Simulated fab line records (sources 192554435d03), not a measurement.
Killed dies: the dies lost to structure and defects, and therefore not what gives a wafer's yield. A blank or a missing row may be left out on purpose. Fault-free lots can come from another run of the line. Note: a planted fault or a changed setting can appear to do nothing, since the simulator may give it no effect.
Split-lot study	flow n5Finfet	21 wafers read from 7 lots, route of 1938 steps

## ON THE SPLIT
At N5_FIN_SAQP_ETCH_34 (etches SiO2 in C4F6/O2, target depth 45 nm, time 15 s), the setting sourceW was moved away from the recipe's 345 W on 5 of the 21 wafers read, by -16.1% to +15.2%. The other wafers ran this setting at the recipe's value.

The reading comes from the split's own step.

## THE READING
rfVppV, in V, at N5_FIN_SAQP_ETCH_34 (etches SiO2 in C4F6/O2, target depth 45 nm, time 15 s). A value of 666 V with a standard deviation of 9.2 V is what fault-free wafers of this fab line usually give.

wafer	tool, chamber at the split	sourceW as run, W	against the recipe	rfVppV, V	against lot-mates on the recipe
L074.1	rieDiel-02, 1	397.4	+15.2%	609	-43
L074.3	rieDiel-02, 2	345	recipe	651	-
L074.5	rieDiel-02, 1	345	recipe	653	-
L078.1	rieDiel-04, 1	345	recipe	661	-
L078.2	rieDiel-04, 0	345	recipe	660	-
L078.5	rieDiel-04, 0	345	recipe	659	-
L080.1	rieDiel-04, 1	345	recipe	659	-
L080.3	rieDiel-04, 0	345	recipe	658	-
L080.4	rieDiel-04, 0	345	recipe	659	-
L086.1	rieDiel-02, 3	345	recipe	665	-
L086.3	rieDiel-02, 2	314.6	-8.8%	683	+18
L086.4	rieDiel-02, 1	314.6	-8.8%	688	+23
L087.1	rieDiel-02, 3	345	recipe	663	-
L087.2	rieDiel-02, 2	345	recipe	651	-
L087.3	rieDiel-02, 1	345	recipe	655	-
L088.1	rieDiel-05, 0	345	recipe	664	-
L088.2	rieDiel-05, 1	289.4	-16.1%	739	+78
L088.3	rieDiel-05, 3	345	recipe	659	-
L096.2	rieDiel-04, 2	345	recipe	674	-
L096.3	rieDiel-04, 3	308.4	-10.6%	723	+44
L096.6	rieDiel-04, 3	345	recipe	683	-

THE FIT
A straight line over all 21 wafers: rfVppV changes by -4.11 V for each +1% of sourceW; r = -0.93; the points scatter about the line by 9.9 V.
The same after taking each lot's own level away (the mean of its wafers on the recipe; 21 wafers): -3.58 V for each +1%; r = -0.95; scatter 7 V.
According to that fit, moving sourceW by its largest amount changes the reading by 58 V.
The lots' own levels span 652.0 to 678.5 V, that is 2.9 times the standard deviation above.
So the lot-to-lot level changes the slope: the two fits differ.
Check: +48.2 V against its lot-mates is what the line predicts for one of the wafers moved furthest among these (-16.1%) when that wafer is left out of the fit. It came out at +77.5 V against them.
Tool readings at the split's step, against how far the setting was moved: etchRfOnTimeS r = -0.92; rfVppV r = -0.93.

## ADDITIONAL SPLITS CARRIED BY THESE WAFERS
These wafers also went through other splits before the reading. Each is held against what the fit with the lots' levels taken away leaves over:
other split on the same wafers	wafers away from the commonest value	r with rfVppV (lot level and that fit taken away)
N5_ZERO_LAYER_COAT_05 spinRpm	4	-0.08
N5_ZERO_LAYER_EXPOSE_08 doseMj	9	+0.31
N5_PMOS_HMC_CHANNEL_EPI_PEB_07 pebTempC	5	+0.55
N5_PMOS_HMC_CHANNEL_EPI_DEVELOP_08 developTimeS	3	+0.32

## THE WHOLE CHAIN: every reading that the file lists as answering this split, in the file's order
step	what it does	reading	change (the file's fit)	r (the file's)
N5_FIN_SAQP_ETCH_34	etches SiO2 in C4F6/O2, target depth 45 nm, time 15 s	etchRfOnTimeS	withheld for each +1% of the setting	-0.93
N5_FIN_SAQP_ETCH_34	etches SiO2 in C4F6/O2, target depth 45 nm, time 15 s	rfVppV	-3.77 V for each +1% of the setting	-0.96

## THE FILE'S OWN FIT
rfVppV changes by -3.77 V for each +1% of sourceW, r = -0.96.
